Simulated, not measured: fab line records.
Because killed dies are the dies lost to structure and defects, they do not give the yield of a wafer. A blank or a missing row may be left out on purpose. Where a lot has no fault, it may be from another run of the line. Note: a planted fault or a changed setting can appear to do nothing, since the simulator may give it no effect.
Matching of chambers / flow n5Finfet / rieDiel-06 running N5_BEOL_M0_SAQP_ETCH_73: 4 sister chambers
The step etches SiARC in CF4, target depth 19.5 nm, time 32.5 s. 18 wafers are shown with their chamber, then 9 later ones without.

== WAFERS, EACH WITH ITS CHAMBER ==
wafer=L074.3; chamber=1; drypumpMotorCurrentA (A)=5.43; showerheadPlenumPTorr (Torr)=2.23; throttleValvePct (%)=15.62
wafer=L074.4; chamber=3; drypumpMotorCurrentA (A)=5.83; showerheadPlenumPTorr (Torr)=2.08; throttleValvePct (%)=15.12
wafer=L074.6; chamber=1; drypumpMotorCurrentA (A)=5.44; showerheadPlenumPTorr (Torr)=2.23; throttleValvePct (%)=15.62
wafer=L076.3; chamber=3; drypumpMotorCurrentA (A)=5.88; showerheadPlenumPTorr (Torr)=2.08; throttleValvePct (%)=15.11
wafer=L076.5; chamber=2; drypumpMotorCurrentA (A)=5.85; showerheadPlenumPTorr (Torr)=2.14; throttleValvePct (%)=15.74
wafer=L076.6; chamber=1; drypumpMotorCurrentA (A)=5.42; showerheadPlenumPTorr (Torr)=2.22; throttleValvePct (%)=15.64
wafer=L078.3; chamber=1; drypumpMotorCurrentA (A)=5.41; showerheadPlenumPTorr (Torr)=2.22; throttleValvePct (%)=15.64
wafer=L078.5; chamber=2; drypumpMotorCurrentA (A)=5.84; showerheadPlenumPTorr (Torr)=2.14; throttleValvePct (%)=15.75
wafer=L078.6; chamber=3; drypumpMotorCurrentA (A)=5.82; showerheadPlenumPTorr (Torr)=2.08; throttleValvePct (%)=15.14
wafer=L080.1; chamber=0; drypumpMotorCurrentA (A)=6.11; showerheadPlenumPTorr (Torr)=2.13; throttleValvePct (%)=15.77
wafer=L080.2; chamber=1; drypumpMotorCurrentA (A)=5.39; showerheadPlenumPTorr (Torr)=2.22; throttleValvePct (%)=15.64
wafer=L080.3; chamber=3; drypumpMotorCurrentA (A)=5.84; showerheadPlenumPTorr (Torr)=2.08; throttleValvePct (%)=15.14
wafer=L082.4; chamber=3; drypumpMotorCurrentA (A)=5.86; showerheadPlenumPTorr (Torr)=2.08; throttleValvePct (%)=15.14
wafer=L082.5; chamber=2; drypumpMotorCurrentA (A)=5.81; showerheadPlenumPTorr (Torr)=2.14; throttleValvePct (%)=15.75
wafer=L082.6; chamber=3; drypumpMotorCurrentA (A)=5.85; showerheadPlenumPTorr (Torr)=2.08; throttleValvePct (%)=15.15
wafer=L094.3; chamber=0; drypumpMotorCurrentA (A)=6.06; showerheadPlenumPTorr (Torr)=2.12; throttleValvePct (%)=15.84
wafer=L094.4; chamber=2; drypumpMotorCurrentA (A)=5.83; showerheadPlenumPTorr (Torr)=2.13; throttleValvePct (%)=15.80
wafer=L094.5; chamber=1; drypumpMotorCurrentA (A)=5.41; showerheadPlenumPTorr (Torr)=2.21; throttleValvePct (%)=15.72

SIGNATURES, as means of the wafers listed above
reading=drypumpMotorCurrentA; chamber 0=6.0850; chamber 1=5.4167; chamber 2=5.8325; chamber 3=5.8467; scatter within a chamber=0.0207
reading=showerheadPlenumPTorr; chamber 0=2.1250; chamber 1=2.2217; chamber 2=2.1375; chamber 3=2.0800; scatter within a chamber=0.0054
reading=throttleValvePct; chamber 0=15.8050; chamber 1=15.6467; chamber 2=15.7600; chamber 3=15.1333; scatter within a chamber=0.0301
Rule: for each reading, subtract the chamber's mean from the wafer's reading, divide by that reading's scatter and square the result; add these up over the readings and take the root, which gives the wafer's distance from the chamber. The wafer belongs to the nearest chamber; if the next one is less than 2 further off, it can't be placed. The scatter: the root of (the sum of the squares of (reading less its chamber's mean) over the shown wafers, divided by (wafers less chambers)).

== WAFERS MISSING THEIR CHAMBER ==
wafer=L092.1; drypumpMotorCurrentA (A)=5.38; showerheadPlenumPTorr (Torr)=2.21; throttleValvePct (%)=15.70
wafer=L092.2; drypumpMotorCurrentA (A)=6.08; showerheadPlenumPTorr (Torr)=2.12; throttleValvePct (%)=15.83
wafer=L092.5; drypumpMotorCurrentA (A)=5.85; showerheadPlenumPTorr (Torr)=2.07; throttleValvePct (%)=15.18
wafer=L095.2; drypumpMotorCurrentA (A)=5.41; showerheadPlenumPTorr (Torr)=2.21; throttleValvePct (%)=15.69
wafer=L095.3; drypumpMotorCurrentA (A)=5.85; showerheadPlenumPTorr (Torr)=2.07; throttleValvePct (%)=15.19
wafer=L095.5; drypumpMotorCurrentA (A)=5.85; showerheadPlenumPTorr (Torr)=2.07; throttleValvePct (%)=15.18
wafer=L096.2; drypumpMotorCurrentA (A)=5.86; showerheadPlenumPTorr (Torr)=2.07; throttleValvePct (%)=15.20
wafer=L096.4; drypumpMotorCurrentA (A)=5.38; showerheadPlenumPTorr (Torr)=2.21; throttleValvePct (%)=15.69
wafer=L096.6; drypumpMotorCurrentA (A)=6.07; showerheadPlenumPTorr (Torr)=2.12; throttleValvePct (%)=15.84

== EACH ONE'S CHAMBER ==
wafer=L092.1; from the rows above=1; in truth=1
wafer=L092.2; from the rows above=0; in truth=0
wafer=L092.5; from the rows above=3; in truth=3
wafer=L095.2; from the rows above=1; in truth=1
wafer=L095.3; from the rows above=3; in truth=3
wafer=L095.5; from the rows above=3; in truth=3
wafer=L096.2; from the rows above=3; in truth=3
wafer=L096.4; from the rows above=1; in truth=1
wafer=L096.6; from the rows above=0; in truth=0
9 of 9 placed correctly. Left unplaced by these rows: 0. Wrongly placed: 0.
